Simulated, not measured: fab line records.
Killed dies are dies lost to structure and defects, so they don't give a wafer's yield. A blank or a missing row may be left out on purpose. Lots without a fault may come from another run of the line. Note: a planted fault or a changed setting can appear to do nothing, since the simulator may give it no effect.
Lot-split experiment -- flow n5-finfet -- on a route of 1938 steps: 7 lots, 21 wafers read

== SPLIT DETAILS ==
At N5_FIN_SAQP_COAT_49 (time 60 s, resist thk 100 nm), the setting spin-rpm was moved away from the recipe's 1500 rpm on 7 of the 21 wafers read, by +5.6% to +10.5%. For the rest of the wafers, this setting stayed at what the recipe calls for.

== FROM THE SPLIT TO THE READING: what the file shows between them, 10 steps ==
- N5_FIN_SAQP_EXPOSE_13: exposes mask FIN CORE, target cd 35.6 nm (also split here: dose-mj)
- N5_FIN_SAQP_PEB_14: peb time 60 s
- N5_FIN_SAQP_DEVELOP_15: develop time 30 s
- N5_FIN_SAQP_CD_MEAS_16: target cd 35.6 nm
- N5_FIN_SAQP_DESCUM_21: chemistry O2, time 7.9 s
- N5_FIN_SAQP_ETCH_51: etches SiARC in CF4, target depth 45.5 nm, time 75.8 s
- N5_FIN_SAQP_ETCH_52: etches SOC in N2/H2, target depth 100 nm, overetch 20 nm, time 150 s
- N5_FIN_SAQP_STRIP_53: strips in N2/H2
- N5_FIN_SAQP_HM_OPEN_73: chemistry CHF3/O2, target SiO2, stops on a-Si, target depth 12 nm, time 16.8 s
- N5_FIN_SAQP_STRIP_74: strips in CHF3/O2

== THE READING ==
SOC_of_FIN_SAQP_COAT_49.thk-nm (the simulator's own value, which no gauge read), in nm, at N5_FIN_SAQP_MANDREL_ETCH_22 (etches a-Si in HBr/Cl2, stops on SiNx, target depth 60 nm, bt time 10 s, time 30 s). There is no usual value for it anywhere in the file. Across the 14 wafers here that went through the recipe, the average is 76.37 nm and the standard deviation 0.52 nm.

wafer,"tool, chamber at the split","spin-rpm as run, rpm",against the recipe,"SOC_of_FIN_SAQP_COAT_49.thk-nm, nm",against lot-mates on the recipe
L074.1,"litho-track-01, 0",1591,+6.1%,72.71,-3.23
L074.3,"litho-track-01, 0",1500,recipe,76.18,-
L074.5,"litho-track-01, 0",1500,recipe,75.7,-
L077.3,"litho-track-03, 0",1642,+9.5%,71.44,-6.11
L077.4,"litho-track-03, 0",1642,+9.5%,72.74,-4.81
L077.5,"litho-track-03, 0",1500,recipe,77.55,-
L081.3,"litho-track-01, 0",1584,+5.6%,73.73,-2.65
L081.5,"litho-track-01, 0",1584,+5.6%,72.85,-3.53
L081.6,"litho-track-01, 0",1500,recipe,76.38,-
L085.3,"litho-track-03, 0",1500,recipe,76.59,-
L085.4,"litho-track-03, 0",1500,recipe,75.67,-
L085.5,"litho-track-03, 0",1500,recipe,76.16,-
L089.1,"litho-track-01, 0",1655,+10.3%,71.04,-5.70
L089.3,"litho-track-01, 0",1500,recipe,76.72,-
L089.5,"litho-track-01, 0",1500,recipe,76.77,-
L093.2,"litho-track-01, 0",1500,recipe,75.9,-
L093.5,"litho-track-01, 0",1500,recipe,76.31,-
L093.6,"litho-track-01, 0",1500,recipe,75.84,-
L096.1,"litho-track-03, 0",1500,recipe,76.34,-
L096.2,"litho-track-03, 0",1500,recipe,77.07,-
L096.5,"litho-track-03, 0",1657,+10.5%,72.28,-4.42

FIT RESULTS
A straight line over all 21 wafers: SOC_of_FIN_SAQP_COAT_49.thk-nm changes by -0.471 nm for each +1% of spin-rpm; r = -0.96; the points scatter about the line by 0.6 nm.
The same after taking each lot's own level away (the mean of its wafers on the recipe; 21 wafers): -0.529 nm for each +1%; r = -0.98; scatter 0.45 nm.
According to that fit, moving spin-rpm by its largest amount changes the reading by 5.5 nm.
Measured against the standard deviation above, the lots' own levels, which go from 75.940 to 77.550 nm, span 3.1 times it.
So the lot-to-lot level changes the slope: the two fits differ.
Check: -5.88 nm against its lot-mates is what the line predicts for one of the wafers moved furthest among these (+10.5%) when that wafer is left out of the fit. It came out at -4.42 nm against them.

== ADDITIONAL SPLITS CARRIED BY THESE WAFERS ==
These wafers also went through other splits before the reading. Each is held against what the fit with the lots' levels taken away leaves over:
other split on the same wafers,wafers away from the commonest value,r with SOC_of_FIN_SAQP_COAT_49.thk-nm (lot level and that fit taken away)
N5_PMOS_HMC_CHANNEL_EPI_PEB_07 peb-time-s,6,-0.07
N5_PMOS_HMC_CHANNEL_EPI_DESCUM_14 time-s,6,+0.23
N5_FIN_SAQP_EXPOSE_13 dose-mj,3,+0.24

== THE WHOLE CHAIN: every reading that the file lists as answering this split, in the file's order ==
step,what it does,reading,change (the file's fit),r (the file's)
N5_FIN_SAQP_COAT_49,"time 60 s, resist thk 100 nm","SOC_of_FIN_SAQP_COAT_49.thk-nm (the simulator's own value, which no gauge read)",-0.467 nm for each +1% of the setting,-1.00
N5_FIN_SAQP_ETCH_52,"etches SOC in N2/H2, target depth 100 nm, overetch 20 nm, time 150 s","etch.depth-nm (the simulator's own value, which no gauge read)",-0.467 nm for each +1% of the setting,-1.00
N5_FIN_SAQP_MANDREL_ETCH_22,"etches a-Si in HBr/Cl2, stops on SiNx, target depth 60 nm, bt time 10 s, time 30 s","SOC_of_FIN_SAQP_COAT_49.thk-nm (the simulator's own value, which no gauge read)",-0.518 nm for each +1% of the setting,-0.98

== THE FILE'S OWN FIT ==
SOC_of_FIN_SAQP_COAT_49.thk-nm changes by -0.518 nm for each +1% of spin-rpm, r = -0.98.
